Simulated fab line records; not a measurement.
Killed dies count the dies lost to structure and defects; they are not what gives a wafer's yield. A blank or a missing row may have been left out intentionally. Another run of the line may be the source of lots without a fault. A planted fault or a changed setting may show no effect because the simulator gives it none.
Matching of chambers	flow n5-finfet	rie-diel-06 running N5_BEOL_M0_STRIP_142: 4 sister chambers
The step strips in N2/H2, time 10 s. 8 wafers are shown with their chamber, then 7 later ones without.

## WAFERS WITH THEIR CHAMBER
wafer	chamber	drypump-motor-current-A (A)	showerhead-plenum-p-Torr (Torr)
L082.6	3	5.28	2.60
L084.1	2	5.76	2.69
L084.4	1	5.64	2.47
L091.3	3	5.26	2.59
L091.4	0	5.58	2.70
L091.6	2	5.74	2.68
L094.1	1	5.62	2.46
L094.2	0	5.57	2.69

## WAFERS WITH NO CHAMBER GIVEN
wafer	drypump-motor-current-A (A)	showerhead-plenum-p-Torr (Torr)
L094.3	5.27	2.59
L095.1	5.62	2.46
L095.4	5.29	2.59
L095.5	5.58	2.69
L096.3	5.60	2.69
L096.5	5.75	2.68
L096.6	5.27	2.59

## THE CHAMBER EACH PASSED THROUGH
wafer	from the rows above	in truth
L094.3	3	3
L095.1	1	1
L095.4	3	3
L095.5	0	0
L096.3	0	0
L096.5	2	2
L096.6	3	3
Correctly placed: 7 of 7. Not placeable from these rows: 0. Wrongly placed: 0.
How it was worked out, from the rows above alone: a wafer's distance from a chamber is the root of the sum, over the readings, of the square of ((its reading less the chamber's mean) divided by the reading's scatter). The wafer belongs to the nearest chamber; if the next one is less than 2 further off, it can't be placed. The mean given for a chamber averages the wafers shown for that chamber. The scatter: the root of (the sum of the squares of (reading less its chamber's mean) over the shown wafers, divided by (wafers less chambers)).
